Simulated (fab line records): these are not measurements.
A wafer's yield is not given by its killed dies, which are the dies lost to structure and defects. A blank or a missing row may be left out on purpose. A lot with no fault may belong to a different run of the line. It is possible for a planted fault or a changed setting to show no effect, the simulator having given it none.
fab line records | flow nand_harc | part 1 of 2: steps 1 to 23 of 30
record lots=5 | wafers=15 | last_day=24
route steps=1159 shown A_CONTACT@872
lots untouched by any fault: they come from a run of this same line in which no faults occurred
start_h: the number of hours between the record's first day and the start of the first shown wafer of the lot | wait_h: hours elapsed since this lot's preceding step | " the same as in the row above | L1.1+2: one row covering several wafers at once | - no value, or no start was given | * or withheld: withheld | < > ~ a bound
route shown NAME@n: names a module that has steps shown in the file, with the first one's number in the route | usual: average and standard deviation across the fault-free wafers | same: alike in all rows | chamber/n: place in a boat | sites: per-site readings | _std_site: how widely they spread, as a standard deviation | _edge_site: inner sites' mean taken away from outer sites' mean | radius_mm: how far each site lies from the wafer's centre | mask NAME#n: copy n | behind: the tool/chamber that last shaped the wafer | hold: cause of the lot's hold/its duration in hours/its outcome | device: the n, p or np transistor that did not switch | end of line: the tests these same wafers got at the end of their route | a step with no rows: only its recipe | killed: the dies lost at the first sort to structure and to defects; this is not the yield of the wafer | map: shows each die of a wafer: x if killed, . if not, _ if none is there
set.NAME: the setting as run; set.NAME@STEP: as run at that earlier step | model.NAME: the simulator's own value behind a step, which no gauge read
lots seen at some steps along the route; tables by step, rows by wafer
services: when a tool's chamber went out of use (start_h, in hours from the record's first day, below 0 if earlier), for how many hours, and the reason
## steps
# step NHARC_A_CONTACT_ETCH_121
# recipe source_w=withheld | pressure_mtorr=20 | bias_v=3000 | time_s=94 | target_depth_a=9220 | ar_flow_sccm=withheld | c4f8_flow_sccm=withheld | o2_flow_sccm=withheld | chemistry=C4F8/O2/Ar
lot.wafer | tool            | chamber | start_h | wait_h | rf_hours_counter_h
L075.1    | har_cap_etch-01 | 1       | 369.45  | 0.1    | 57
L075.4    | "               | 0       | "       | "      | -
L075.5    | "               | 0       | "       | "      | -
L078.1    | har_cap_etch-01 | 1       | 380.23  | 0.1    | 59
L078.3    | "               | 0       | "       | "      | -
L078.4    | "               | 1       | "       | "      | -
L081.2    | har_cap_etch-02 | 1       | 422.74  | 0.1    | 18
L081.4    | "               | 0       | "       | "      | -
L081.5    | "               | 1       | "       | "      | -
L085.2    | har_cap_etch-03 | 0       | 430.20  | 0.1    | 92
L085.5    | "               | 1       | "       | "      | -
L085.6    | "               | 0       | "       | "      | -
L096.2    | har_cap_etch-03 | 1       | 498.08  | 0.1    | 104
L096.3    | "               | 0       | "       | "      | -
L096.6    | "               | 0       | "       | "      | -
# step NHARC_A_CONTACT_ETCH_122
# recipe source_w=withheld | pressure_mtorr=20 | bias_v=3000 | time_s=95 | target_depth_a=9300 | ar_flow_sccm=withheld | c4f8_flow_sccm=withheld | o2_flow_sccm=withheld | chemistry=C4F8/O2/Ar
lot.wafer | tool            | chamber | start_h | wait_h | rf_hours_counter_h
L075.1    | har_cap_etch-01 | 1       | 369.58  | 0.1    | 57
L075.4    | "               | 0       | "       | "      | -
L075.5    | "               | 0       | "       | "      | -
L078.1    | har_cap_etch-01 | 1       | 380.32  | 0.1    | 59
L078.3    | "               | 0       | "       | "      | -
L078.4    | "               | 1       | "       | "      | -
L081.2    | har_cap_etch-02 | 1       | 422.83  | 0.1    | 18
L081.4    | "               | 0       | "       | "      | -
L081.5    | "               | 1       | "       | "      | -
L085.2    | har_cap_etch-03 | 0       | 430.32  | 0.1    | 92
L085.5    | "               | 1       | "       | "      | -
L085.6    | "               | 0       | "       | "      | -
L096.2    | har_cap_etch-03 | 1       | 498.17  | 0.1    | 104
L096.3    | "               | 0       | "       | "      | -
L096.6    | "               | 0       | "       | "      | -
# step NHARC_A_CONTACT_ETCH_123
# recipe source_w=withheld | pressure_mtorr=20 | bias_v=400 | time_s=253 | target_depth_a=10900 | ar_flow_sccm=withheld | c4f8_flow_sccm=11.5 | o2_flow_sccm=7.2 | chemistry=C4F8/O2/Ar
lot.wafer | tool            | chamber | start_h | wait_h | rf_hours_counter_h
L075.1    | har_cap_etch-01 | 1       | 369.70  | 0.1    | 57
L075.4    | "               | 0       | "       | "      | -
L075.5    | "               | 0       | "       | "      | -
L078.1    | har_cap_etch-01 | 1       | 380.45  | 0.1    | 59
L078.3    | "               | 0       | "       | "      | -
L078.4    | "               | 1       | "       | "      | -
L081.2    | har_cap_etch-02 | 1       | 422.96  | 0.1    | 18
L081.4    | "               | 0       | "       | "      | -
L081.5    | "               | 1       | "       | "      | -
L085.2    | har_cap_etch-03 | 0       | 430.49  | 0.2    | 92
L085.5    | "               | 1       | "       | "      | -
L085.6    | "               | 0       | "       | "      | -
L096.2    | har_cap_etch-03 | 1       | 498.30  | 0.1    | 105
L096.3    | "               | 0       | "       | "      | -
L096.6    | "               | 0       | "       | "      | -
# step NHARC_A_CONTACT_ETCH_90
# recipe target_depth_a=400 | over_etch_frac=0.5 | time_s=85.7 | ion_energy_ev=120 | ch3f_flow_sccm=50 | o2_flow_sccm=30 | ar_flow_sccm=200 | rf_w=500 | bias_w=100 | chemistry=CH3F/O2
# usual ch3f_flow_sccm=49.99/0.15 | drypump_motor_current_A=5.82/0.24 | oes_product_au=0.95/0.037 | rf_vpp_V=244.1/1.7 | showerhead_plenum_p_Torr=2.44/0.099 | throttle_valve_pct=20.663/0.0092
lot.wafer | tool        | chamber | start_h | wait_h | ch3f_flow_sccm | drypump_motor_current_A | oes_product_au | rf_hours_counter_h | rf_vpp_V | showerhead_plenum_p_Torr | throttle_valve_pct
L075.1    | rie_diel-01 | 0       | 370.42  | 0.7    | 50.10          | 6.39                    | 0.92           | 12                 | 245.5    | 2.54                     | 20.682
L075.4    | "           | 3       | "       | "      | 49.78          | 5.77                    | 0.93           | 17                 | 242.4    | 2.42                     | 20.664
L075.5    | "           | 1       | "       | "      | 49.97          | 5.94                    | 0.92           | -                  | 248.2    | 2.65                     | 20.658
L078.4    | rie_diel-01 | 3       | 381.00  | 0.4    | 50.03          | 5.78                    | 1.01           | 20                 | 243.4    | 2.42                     | 20.664
L078.3    | "           | 0       | "       | "      | 50.12          | 6.36                    | 1.00           | 15                 | 244.3    | 2.54                     | 20.649
L078.1    | "           | 1       | "       | "      | 50.18          | 5.98                    | 1.01           | 20                 | 248.1    | 2.65                     | 20.647
L081.4    | rie_diel-07 | 3       | 423.53  | 0.5    | 50.01          | 5.57                    | 0.93           | 2                  | 243.1    | 2.48                     | 20.642
L081.2    | "           | 0       | "       | "      | 50.21          | 5.85                    | 0.93           | 2                  | 242.9    | 2.35                     | 20.639
L081.5    | "           | 2       | "       | "      | 49.92          | 5.83                    | 0.91           | -                  | 243.2    | 2.48                     | 20.657
L085.2    | rie_diel-07 | 0       | 431.18  | 0.6    | 49.72          | 5.87                    | 0.94           | 4                  | 244.2    | 2.35                     | 20.675
L085.5    | "           | 1       | "       | "      | 49.95          | 5.88                    | 0.93           | -                  | 241.0    | 2.33                     | 20.674
L085.6    | "           | 2       | "       | "      | 49.81          | 5.84                    | 0.93           | -                  | 246.2    | 2.48                     | 20.656
L096.3    | rie_diel-07 | 2       | 498.95  | 0.5    | 50.07          | 5.84                    | 0.93           | 15                 | 243.8    | 2.48                     | 20.649
L096.2    | "           | 3       | "       | "      | 50.30          | 5.55                    | 0.93           | 17                 | 244.4    | 2.48                     | 20.645
L096.6    | "           | 3       | "       | "      | 49.99          | 5.55                    | 0.93           | -                  | 244.5    | 2.48                     | 20.645
# step NHARC_A_CONTACT_ETCH_96
# recipe target_depth_a=200 | over_etch_frac=0.5 | time_s=10 | ion_energy_ev=250 | c4f6_flow_sccm=25 | o2_flow_sccm=20 | ar_flow_sccm=500 | rf_w=600 | bias_w=500 | chemistry=C4F6/O2
# usual drypump_motor_current_A=5.83/0.24 | oes_product_au=0.969/0.026 | rf_vpp_V=546/3.1 | showerhead_plenum_p_Torr=3.90/0.15 | throttle_valve_pct=26.905/0.0086
lot.wafer | tool        | chamber | start_h | wait_h | drypump_motor_current_A | oes_product_au | rf_hours_counter_h | rf_vpp_V | showerhead_plenum_p_Torr | throttle_valve_pct
L075.4    | rie_diel-01 | 0       | -       | -      | 6.41                    | 0.954          | 12                 | 550      | 4.04                     | 26.897
L075.1    | "           | 1       | "       | "      | 5.97                    | 0.946          | 17                 | 553      | 4.22                     | 26.885
L075.5    | "           | 2       | "       | "      | 5.69                    | 0.940          | -                  | 545      | 3.77                     | 26.911
L078.3    | rie_diel-01 | 1       | -       | -      | 5.97                    | 1.002          | 20                 | 553      | 4.21                     | 26.894
L078.4    | "           | 2       | "       | "      | 5.74                    | 1.011          | 21                 | 542      | 3.77                     | 26.910
L078.1    | "           | 0       | "       | "      | 6.42                    | 1.000          | 15                 | 548      | 4.04                     | 26.906
L081.4    | rie_diel-07 | 1       | -       | -      | 5.89                    | 0.954          | 2                  | 543      | 3.73                     | 26.904
L081.2    | "           | 3       | "       | "      | 5.57                    | 0.946          | 2                  | 547      | 3.96                     | 26.894
L081.5    | "           | 1       | "       | "      | 5.91                    | 0.943          | -                  | 544      | 3.73                     | 26.923
L085.2    | rie_diel-07 | 0       | -       | -      | 5.85                    | 0.957          | 4                  | 543      | 3.76                     | 26.882
L085.6    | "           | 0       | "       | "      | 5.89                    | 0.949          | -                  | 542      | 3.76                     | 26.913
L085.5    | "           | 1       | "       | "      | 5.90                    | 0.956          | -                  | 543      | 3.73                     | 26.911
L096.2    | rie_diel-07 | 1       | -       | -      | 5.88                    | 0.937          | 15                 | 542      | 3.72                     | 26.922
L096.3    | "           | 2       | "       | "      | 5.86                    | 0.951          | 15                 | 546      | 3.96                     | 26.909
L096.6    | "           | 0       | "       | "      | 5.88                    | 0.940          | -                  | 543      | 3.75                     | 26.913
# step NHARC_A_CONTACT_CD_MEAS_53
# usual cd_nm=189.5/0.7
lot.wafer | tool      | chamber | start_h | wait_h | cd_nm
L075.1    | cd_sem-01 | -       | 370.64  | -      | 189.3
L075.4    | "         | -       | "       | "      | 189.0
L075.5    | "         | -       | "       | "      | 188.8
L078.1    | cd_sem-03 | -       | 381.23  | -      | 189.5
L078.3    | "         | -       | "       | "      | 189.7
L078.4    | "         | -       | "       | "      | 189.7
L081.2    | cd_sem-02 | -       | 423.73  | -      | 190.1
L081.4    | "         | -       | "       | "      | 190.0
L081.5    | "         | -       | "       | "      | 189.8
L085.2    | cd_sem-02 | -       | 431.41  | -      | 189.2
L085.5    | "         | -       | "       | "      | 189.8
L085.6    | "         | -       | "       | "      | 189.7
L096.2    | cd_sem-02 | -       | 499.17  | -      | 189.4
L096.3    | "         | -       | "       | "      | 188.4
L096.6    | "         | -       | "       | "      | 189.2
# step NHARC_A_CONTACT_STRIP_99
# recipe n2_flow_sccm=150 | h2_flow_sccm=150 | ar_flow_sccm=0 | bias_w=0 | chemistry=N2/H2
lot.wafer  | tool        | chamber | start_h | wait_h
L075.4+1+5 | rie_diel-07 | 3,0,0   | 370.72  | 0.1
L078.4+3+1 | rie_diel-07 | 1,3,0   | 381.31  | 0.1
L081.2+4+5 | rie_diel-07 | 3,1,3   | 423.81  | 0.1
L085.2+5+6 | rie_diel-11 | 1,3,1   | 431.50  | 0.1
L096.2+3+6 | rie_diel-11 | 2,0,2   | 499.40  | 0.2
# step NHARC_A_CONTACT_STRIP_100
# recipe cf4_flow_sccm=100 | chf3_flow_sccm=30 | ar_flow_sccm=0 | bias_w=0 | chemistry=CF4/CHF3
lot.wafer  | tool        | chamber | start_h | wait_h
L075.1+4+5 | rie_diel-07 | 3,2,0   | 370.84  | 0.1
L078.3+1+4 | rie_diel-07 | 1,2,0   | 381.41  | 0.1
L081.4+2+5 | rie_diel-07 | 0,1,0   | 423.89  | 0.1
L085.2+5+6 | rie_diel-11 | 3,1,3   | 431.64  | 0.1
L096.3+2+6 | rie_diel-11 | 3,2,3   | 499.72  | 0.3
# step NHARC_A_CONTACT_STRIP_101
# recipe o2_flow_sccm=400 | cos_flow_sccm=20 | ar_flow_sccm=0 | bias_w=0 | chemistry=O2/COS
lot.wafer  | tool        | chamber | start_h | wait_h
L075.4+1+5 | rie_diel-07 | 3,0,3   | 370.91  | 0.1
L078.4+1+3 | rie_diel-07 | 3,1,2   | 381.47  | 0.0
L081.4+2+5 | rie_diel-07 | 1,2,1   | 423.96  | 0.1
L085.2+5+6 | rie_diel-11 | 1,3,2   | 431.72  | 0.1
L096.2+3+6 | rie_diel-11 | 3,0,3   | 499.88  | 0.1
# step NHARC_A_CONTACT_ETCH_102
# recipe target_depth_a=700 | overetch_a=70 | time_s=38.5 | ion_energy_ev=100 | cf4_flow_sccm=80 | o2_flow_sccm=20 | ar_flow_sccm=0 | rf_w=300 | bias_w=100 | chemistry=CF4/O2
# usual drypump_motor_current_A=5.80/0.29 | oes_product_au=1.001/0.0082 | rf_vpp_V=197.8/1.4 | showerhead_plenum_p_Torr=1.33/0.059 | throttle_valve_pct=13.398/0.0087
lot.wafer | tool        | chamber | start_h | wait_h | drypump_motor_current_A | oes_product_au | rf_hours_counter_h | rf_vpp_V | showerhead_plenum_p_Torr | throttle_valve_pct
L075.4    | rie_diel-07 | 3       | 371.17  | 0.3    | 5.54                    | 0.980          | 19                 | 197.9    | 1.35                     | 13.404
L075.1    | "           | 1       | "       | "      | 5.88                    | 0.995          | 28                 | 196.0    | 1.27                     | 13.390
L075.5    | "           | 0       | "       | "      | 5.89                    | 1.001          | -                  | 197.5    | 1.28                     | 13.398
L078.4    | rie_diel-07 | 3       | 381.56  | 0.1    | 5.56                    | 0.988          | 22                 | 197.7    | 1.35                     | 13.400
L078.3    | "           | 1       | "       | "      | 5.87                    | 1.000          | 31                 | 195.3    | 1.27                     | 13.398
L078.1    | "           | 2       | "       | "      | 5.84                    | 0.997          | 26                 | 197.6    | 1.35                     | 13.392
L081.2    | rie_diel-07 | 3       | 424.02  | 0.1    | 5.53                    | 0.985          | 2                  | 200.2    | 1.35                     | 13.411
L081.4    | "           | 1       | "       | "      | 5.89                    | 1.014          | 2                  | 196.0    | 1.26                     | 13.397
L081.5    | "           | 3       | "       | "      | 5.52                    | 0.999          | -                  | 199.1    | 1.35                     | 13.392
L085.2    | rie_diel-11 | 3       | 431.98  | 0.3    | 5.71                    | 0.995          | 24                 | 197.1    | 1.25                     | 13.402
L085.5    | "           | 1       | "       | "      | 6.38                    | 0.979          | -                  | 199.2    | 1.35                     | 13.393
L085.6    | "           | 2       | "       | "      | 5.50                    | 0.999          | -                  | 198.6    | 1.42                     | 13.399
L096.3    | rie_diel-11 | 3       | 499.96  | 0.1    | 5.74                    | 1.004          | 47                 | 196.6    | 1.25                     | 13.398
L096.2    | "           | 0       | "       | "      | 5.44                    | 1.001          | 42                 | 198.1    | 1.38                     | 13.396
L096.6    | "           | 0       | "       | "      | 5.43                    | 1.006          | -                  | 198.0    | 1.38                     | 13.403
# step NHARC_A_CONTACT_STRIP_55
# recipe o2_flow_sccm=500 | ar_flow_sccm=0 | bias_w=0 | chemistry=O2
# usual drypump_motor_current_A=5.81/0.28 | oes_product_au=1.000/0.0077 | rf_vpp_V=57.7/0.9 | showerhead_plenum_p_Torr=3.51/0.15 | throttle_valve_pct=17.037/0.0096
lot.wafer | tool        | chamber | start_h | wait_h | drypump_motor_current_A | oes_product_au | rf_hours_counter_h | rf_vpp_V | showerhead_plenum_p_Torr | throttle_valve_pct
L075.4    | rie_diel-07 | 1       | -       | -      | 5.86                    | 0.992          | 28                 | 56.9     | 3.35                     | 17.046
L075.1    | "           | 2       | "       | "      | 5.87                    | 0.999          | 23                 | 58.0     | 3.57                     | 17.045
L075.5    | "           | 0       | "       | "      | 5.86                    | 1.001          | -                  | 58.3     | 3.38                     | 17.028
L078.4    | rie_diel-07 | 0       | -       | -      | 5.85                    | 0.991          | 26                 | 57.0     | 3.38                     | 17.042
L078.1    | "           | 1       | "       | "      | 5.86                    | 0.982          | 31                 | 57.5     | 3.35                     | 17.030
L078.3    | "           | 2       | "       | "      | 5.86                    | 0.993          | 26                 | 58.9     | 3.57                     | 17.046
L081.4    | rie_diel-07 | 1       | -       | -      | 5.92                    | 0.998          | 2                  | 55.6     | 3.35                     | 17.043
L081.2    | "           | 3       | "       | "      | 5.58                    | 0.996          | 2                  | 58.2     | 3.56                     | 17.044
L081.5    | "           | 1       | "       | "      | 5.87                    | 0.998          | -                  | 58.0     | 3.35                     | 17.042
L085.2    | rie_diel-11 | 1       | -       | -      | 6.40                    | 0.993          | 24                 | 58.7     | 3.56                     | 17.039
L085.5    | "           | 3       | "       | "      | 5.76                    | 0.998          | -                  | 56.8     | 3.32                     | 17.053
L085.6    | "           | 1       | "       | "      | 6.41                    | 0.990          | -                  | 57.4     | 3.56                     | 17.033
L096.3    | rie_diel-11 | 3       | -       | -      | 5.74                    | 1.003          | 47                 | 56.6     | 3.31                     | 17.032
L096.2    | "           | 0       | "       | "      | 5.45                    | 1.008          | 42                 | 57.9     | 3.65                     | 17.055
L096.6    | "           | 2       | "       | "      | 5.52                    | 1.005          | -                  | 57.6     | 3.74                     | 17.039
# step NHARC_A_CONTACT_STRIP_56
# recipe time_s=600 | temp_c=30 | chemistry=post_etch_residue_remover
lot.wafer  | tool         | chamber | start_h | wait_h
L075.5+4+1 | wet_bench-09 | 4,5,7   | 371.56  | -
L078.3+1+4 | wet_bench-01 | 0,1,3   | 381.95  | -
L081.5+2+4 | wet_bench-01 | 2,5,6   | 424.40  | -
L085.5+2+6 | wet_bench-01 | 2,4,5   | 432.46  | -
L096.2+3+6 | wet_bench-04 | 0,2,5   | 500.68  | -
# step NHARC_A_CONTACT_DEP_57
# recipe target_thk_a=28000 | temp_c=400 | material=aC
# usual throttle_valve_pct=35.001/0.0084
lot.wafer | tool       | chamber | start_h | wait_h | throttle_valve_pct
L075.1    | acl_dep-03 | 0       | 371.82  | -      | 35.015
L075.4    | "          | 0       | "       | "      | 34.995
L075.5    | "          | 0       | "       | "      | 34.995
L078.1    | acl_dep-01 | 0       | 383.03  | -      | 35.005
L078.3    | "          | 0       | "       | "      | 34.989
L078.4    | "          | 0       | "       | "      | 34.994
L081.2    | acl_dep-02 | 0       | 425.38  | -      | 35.001
L081.4    | "          | 0       | "       | "      | 35.020
L081.5    | "          | 0       | "       | "      | 34.989
L085.2    | acl_dep-01 | 0       | 434.93  | -      | 35.005
L085.5    | "          | 0       | "       | "      | 34.992
L085.6    | "          | 0       | "       | "      | 34.996
L096.2    | acl_dep-01 | 0       | 501.23  | -      | 34.995
L096.3    | "          | 0       | "       | "      | 35.000
L096.6    | "          | 0       | "       | "      | 35.000
# step NHARC_A_CONTACT_DEP_58
# recipe target_thk_a=600 | target_thk_nm=60 | temp_c=400 | pressure_torr=3.5 | flow_sccm=200 | rf_w=350 | material=SiON
# usual heater_power_outer_w=452/86 | heater_power_w=755/110
lot.wafer | tool     | chamber | start_h | wait_h | heater_power_outer_w | heater_power_w
L075.1    | pecvd-03 | 2       | 373.59  | 1.5    | 432                  | 719
L075.5    | "        | 1       | "       | "      | 603                  | 960
L075.4    | "        | 2       | "       | "      | 430                  | 727
L078.3    | pecvd-03 | 0       | 384.79  | 0.9    | 376                  | 644
L078.1    | "        | 1       | "       | "      | 656                  | 999
L078.4    | "        | 2       | "       | "      | 452                  | 738
L081.2    | pecvd-04 | 1       | 426.90  | 1.2    | 419                  | 737
L081.5    | "        | 0       | "       | "      | 592                  | 926
L081.4    | "        | 1       | "       | "      | 414                  | 764
L085.2    | pecvd-01 | 1       | 436.38  | 1.2    | 404                  | 697
L085.6    | "        | 0       | "       | "      | 375                  | 629
L085.5    | "        | 1       | "       | "      | 428                  | 695
L096.2    | pecvd-03 | 1       | 502.67  | 1.2    | 524                  | 860
L096.3    | "        | 2       | "       | "      | 499                  | 803
L096.6    | "        | 2       | "       | "      | 512                  | 795
# step NHARC_A_CONTACT_DEHYDRATE_59
# recipe temp_c=150 | time_s=120
# usual resist_line_temp_C=22.99/0.12
lot.wafer | tool           | chamber | start_h | wait_h | resist_line_temp_C
L075.1    | litho_track-04 | 0       | 373.83  | 0.2    | 23.08
L075.4    | "              | 0       | "       | "      | 22.89
L075.5    | "              | 0       | "       | "      | 23.09
L078.1    | litho_track-01 | 0       | 385.06  | 0.2    | 23.22
L078.3    | "              | 0       | "       | "      | 23.10
L078.4    | "              | 0       | "       | "      | 23.18
L081.2    | litho_track-04 | 0       | 427.12  | 0.2    | 23.01
L081.4    | "              | 0       | "       | "      | 23.12
L081.5    | "              | 0       | "       | "      | 22.83
L085.2    | litho_track-06 | 0       | 436.62  | 0.2    | 22.98
L085.5    | "              | 0       | "       | "      | 22.91
L085.6    | "              | 0       | "       | "      | 23.02
L096.2    | litho_track-06 | 0       | 502.95  | 0.2    | 22.96
L096.3    | "              | 0       | "       | "      | 23.03
L096.6    | "              | 0       | "       | "      | 22.88
# step NHARC_A_CONTACT_HMDS_60
# recipe time_s=30
# usual resist_line_temp_C=23.01/0.11
lot.wafer | tool           | chamber | start_h | wait_h | resist_line_temp_C
L075.1    | litho_track-04 | 0       | -       | -      | 22.90
L075.4    | "              | 0       | "       | "      | 22.82
L075.5    | "              | 0       | "       | "      | 22.95
L078.1    | litho_track-01 | 0       | -       | -      | 23.02
L078.3    | "              | 0       | "       | "      | 23.11
L078.4    | "              | 0       | "       | "      | 22.80
L081.2    | litho_track-04 | 0       | -       | -      | 23.02
L081.4    | "              | 0       | "       | "      | 22.97
L081.5    | "              | 0       | "       | "      | 23.07
L085.2    | litho_track-06 | 0       | -       | -      | 23.08
L085.5    | "              | 0       | "       | "      | 23.02
L085.6    | "              | 0       | "       | "      | 23.29
L096.2    | litho_track-06 | 0       | -       | -      | 22.93
L096.3    | "              | 0       | "       | "      | 22.80
L096.6    | "              | 0       | "       | "      | 22.94
# step NHARC_A_CONTACT_COAT_61
# recipe temp_c=260 | time_s=75
# usual resist_line_temp_C=23.00/0.11
lot.wafer | tool           | chamber | start_h | wait_h | resist_line_temp_C
L075.1    | litho_track-04 | 0       | -       | -      | 22.82
L075.4    | "              | 0       | "       | "      | 22.83
L075.5    | "              | 0       | "       | "      | 22.97
L078.1    | litho_track-01 | 0       | -       | -      | 22.94
L078.3    | "              | 0       | "       | "      | 23.06
L078.4    | "              | 0       | "       | "      | 22.96
L081.2    | litho_track-04 | 0       | -       | -      | 23.23
L081.4    | "              | 0       | "       | "      | 22.84
L081.5    | "              | 0       | "       | "      | 23.14
L085.2    | litho_track-06 | 0       | -       | -      | 22.90
L085.5    | "              | 0       | "       | "      | 22.90
L085.6    | "              | 0       | "       | "      | 23.08
L096.2    | litho_track-06 | 0       | -       | -      | 23.04
L096.3    | "              | 0       | "       | "      | 22.98
L096.6    | "              | 0       | "       | "      | 23.08
# step NHARC_A_CONTACT_COAT_62
# recipe temp_c=225 | time_s=65
# usual resist_line_temp_C=23.01/0.099
lot.wafer | tool           | chamber | start_h | wait_h | resist_line_temp_C
L075.1    | litho_track-04 | 0       | -       | -      | 22.89
L075.4    | "              | 0       | "       | "      | 23.12
L075.5    | "              | 0       | "       | "      | 22.96
L078.1    | litho_track-01 | 0       | -       | -      | 22.85
L078.3    | "              | 0       | "       | "      | 23.13
L078.4    | "              | 0       | "       | "      | 23.01
L081.2    | litho_track-04 | 0       | -       | -      | 22.96
L081.4    | "              | 0       | "       | "      | 23.09
L081.5    | "              | 0       | "       | "      | 23.04
L085.2    | litho_track-06 | 0       | -       | -      | 22.87
L085.5    | "              | 0       | "       | "      | 22.94
L085.6    | "              | 0       | "       | "      | 22.99
L096.2    | litho_track-06 | 0       | -       | -      | 22.95
L096.3    | "              | 0       | "       | "      | 22.97
L096.6    | "              | 0       | "       | "      | 22.91
# step NHARC_A_CONTACT_COAT_63
# recipe spin_rpm=1500 | resist_thk_nm=90
# usual resist_line_temp_C=23.00/0.11
lot.wafer | tool           | chamber | start_h | wait_h | resist_line_temp_C
L075.1    | litho_track-04 | 0       | -       | -      | 23.02
L075.4    | "              | 0       | "       | "      | 23.05
L075.5    | "              | 0       | "       | "      | 23.05
L078.1    | litho_track-01 | 0       | -       | -      | 22.73
L078.3    | "              | 0       | "       | "      | 22.99
L078.4    | "              | 0       | "       | "      | 22.95
L081.2    | litho_track-04 | 0       | -       | -      | 22.92
L081.4    | "              | 0       | "       | "      | 22.91
L081.5    | "              | 0       | "       | "      | 23.00
L085.2    | litho_track-06 | 0       | -       | -      | 23.05
L085.5    | "              | 0       | "       | "      | 23.02
L085.6    | "              | 0       | "       | "      | 22.95
L096.2    | litho_track-06 | 0       | -       | -      | 23.04
L096.3    | "              | 0       | "       | "      | 23.03
L096.6    | "              | 0       | "       | "      | 22.95
# step NHARC_A_CONTACT_SOFTBAKE_64
# recipe temp_c=105 | time_s=55
# usual resist_line_temp_C=22.98/0.097
lot.wafer | tool           | chamber | start_h | wait_h | resist_line_temp_C
L075.1    | litho_track-04 | 0       | -       | -      | 22.96
L075.4    | "              | 0       | "       | "      | 22.97
L075.5    | "              | 0       | "       | "      | 22.91
L078.1    | litho_track-01 | 0       | -       | -      | 22.86
L078.3    | "              | 0       | "       | "      | 22.94
L078.4    | "              | 0       | "       | "      | 22.73
L081.2    | litho_track-04 | 0       | -       | -      | 22.84
L081.4    | "              | 0       | "       | "      | 22.93
L081.5    | "              | 0       | "       | "      | 22.99
L085.2    | litho_track-06 | 0       | -       | -      | 22.86
L085.5    | "              | 0       | "       | "      | 23.11
L085.6    | "              | 0       | "       | "      | 22.93
L096.2    | litho_track-06 | 0       | -       | -      | 22.96
L096.3    | "              | 0       | "       | "      | 22.87
L096.6    | "              | 0       | "       | "      | 22.85
# step NHARC_A_CONTACT_EBR_65
# usual resist_line_temp_C=23.02/0.1
lot.wafer | tool           | chamber | start_h | wait_h | resist_line_temp_C
L075.1    | litho_track-04 | 0       | -       | -      | 23.03
L075.4    | "              | 0       | "       | "      | 23.09
L075.5    | "              | 0       | "       | "      | 23.13
L078.1    | litho_track-01 | 0       | -       | -      | 22.95
L078.3    | "              | 0       | "       | "      | 23.33
L078.4    | "              | 0       | "       | "      | 22.83
L081.2    | litho_track-04 | 0       | -       | -      | 23.09
L081.4    | "              | 0       | "       | "      | 23.08
L081.5    | "              | 0       | "       | "      | 22.82
L085.2    | litho_track-06 | 0       | -       | -      | 23.06
L085.5    | "              | 0       | "       | "      | 23.00
L085.6    | "              | 0       | "       | "      | 22.87
L096.2    | litho_track-06 | 0       | -       | -      | 23.06
L096.3    | "              | 0       | "       | "      | 23.02
L096.6    | "              | 0       | "       | "      | 22.94
# step NHARC_A_CONTACT_EXPOSE_66
# recipe na=1.35 | sigma_outer=0.8 | dose_mj=59.02 | mask_id=A_CC_2
# usual reticle_temp_C=23.02/0.1
# same sigma_outer=0.8
lot.wafer | tool            | chamber | start_h | wait_h | mask     | reticle_temp_C
L075.1    | arfi_scanner-02 | 0       | 374.14  | -      | A_CC_2#0 | 22.96
L075.4    | "               | 0       | "       | "      | A_CC_2#0 | 22.97
L075.5    | "               | 0       | "       | "      | A_CC_2#0 | 22.99
L078.1    | arfi_scanner-03 | 0       | 385.37  | -      | A_CC_2#0 | 22.93
L078.3    | "               | 0       | "       | "      | A_CC_2#0 | 23.03
L078.4    | "               | 0       | "       | "      | A_CC_2#0 | 23.04
L081.2    | arfi_scanner-02 | 0       | 427.43  | -      | A_CC_2#0 | 22.90
L081.4    | "               | 0       | "       | "      | A_CC_2#0 | 22.88
L081.5    | "               | 0       | "       | "      | A_CC_2#0 | 23.05
L085.2    | arfi_scanner-02 | 0       | 436.81  | -      | A_CC_2#0 | 23.06
L085.5    | "               | 0       | "       | "      | A_CC_2#0 | 23.12
L085.6    | "               | 0       | "       | "      | A_CC_2#0 | 23.10
L096.2    | arfi_scanner-02 | 0       | 503.14  | -      | A_CC_2#0 | 22.96
L096.3    | "               | 0       | "       | "      | A_CC_2#0 | 22.98
L096.6    | "               | 0       | "       | "      | A_CC_2#0 | 23.12
# step NHARC_A_CONTACT_PEB_67
# recipe peb_temp_c=100 | peb_time_s=65
# usual resist_line_temp_C=23.00/0.1
# same peb_time_s=65
lot.wafer | tool           | chamber | start_h | wait_h | resist_line_temp_C
L075.1    | litho_track-01 | 0       | 374.21  | 0.1    | 23.09
L075.4    | "              | 0       | "       | "      | 22.88
L075.5    | "              | 0       | "       | "      | 22.93
L078.1    | litho_track-01 | 0       | 385.43  | 0.1    | 23.04
L078.3    | "              | 0       | "       | "      | 22.99
L078.4    | "              | 0       | "       | "      | 23.05
L081.2    | litho_track-04 | 0       | 427.49  | 0.1    | 22.78
L081.4    | "              | 0       | "       | "      | 22.81
L081.5    | "              | 0       | "       | "      | 22.89
L085.2    | litho_track-06 | 0       | 436.87  | 0.1    | 22.94
L085.5    | "              | 0       | "       | "      | 22.99
L085.6    | "              | 0       | "       | "      | 23.02
L096.2    | litho_track-04 | 0       | 503.20  | 0.1    | 22.90
L096.3    | "              | 0       | "       | "      | 22.85
L096.6    | "              | 0       | "       | "      | 22.76
